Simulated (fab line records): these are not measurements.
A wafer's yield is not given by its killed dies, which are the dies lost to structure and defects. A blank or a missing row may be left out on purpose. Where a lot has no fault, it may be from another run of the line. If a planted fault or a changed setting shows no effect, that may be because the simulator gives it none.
Chamber matching    flow nandHarc    NHARC_A_BONDPAD_DEP_00 on pecvd-03: 3 sister chambers
The step deposits SiCN, target thk 250 nm. 24 wafers are shown with their chamber, then 12 later ones without.

== WAFERS, EACH WITH ITS CHAMBER ==
wafer   chamber  heaterPowerW (W)
L074.2  1        581
L074.5  2        502
L074.6  1        597
L079.3  0        609
L079.4  2        546
L079.5  0        489
L075.1  1        591
L075.2  0        502
L075.3  2        550
L080.1  2        500
L080.3  1        652
L080.5  1        663
L082.1  1        642
L082.2  2        487
L082.4  0        600
L085.1  0        609
L085.3  2        537
L085.6  2        554
L086.1  0        550
L086.3  1        652
L086.5  2        455
L087.1  1        664
L087.4  2        510
L087.6  1        666

SIGNATURES, as means of the wafers listed above
reading       chamber 0  chamber 1  chamber 2  scatter within a chamber
heaterPowerW  559.83     634.22     515.67     39.9
Rule: for each reading, subtract the chamber's mean from the wafer's reading, divide by that reading's scatter and square the result; add these up over the readings and take the root, which gives the wafer's distance from the chamber. The wafer belongs to the nearest chamber; if the next one is less than 2 further off, it can't be placed. The scatter: the root of (the sum of the squares of (reading less its chamber's mean) over the shown wafers, divided by (wafers less chambers)).

== WAFERS WITHOUT THEIR CHAMBER ==
wafer   heaterPowerW (W)
L090.1  619
L090.3  606
L090.6  615
L088.1  600
L088.5  598
L088.6  563
L095.1  503
L095.5  554
L095.6  483
L096.1  634
L096.3  525
L096.5  507

== EACH ONE'S CHAMBER ==
wafer   from the rows above           in truth
L090.1  can't be placed: 1 or 0       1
L090.3  can't be placed: 1 or 0 or 2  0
L090.6  can't be placed: 1 or 0       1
L088.1  can't be placed: 1 or 0 or 2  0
L088.5  can't be placed: 1 or 0 or 2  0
L088.6  can't be placed: 0 or 2 or 1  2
L095.1  can't be placed: 2 or 0       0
L095.5  can't be placed: 0 or 2 or 1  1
L095.6  can't be placed: 2 or 0       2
L096.1  can't be placed: 1 or 0       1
L096.3  can't be placed: 2 or 0       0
L096.5  can't be placed: 2 or 0       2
Placed correctly: 0 of 12. From these rows, 12 cannot be placed; in 12 the true chamber is one of the candidates. 0 placed wrongly.
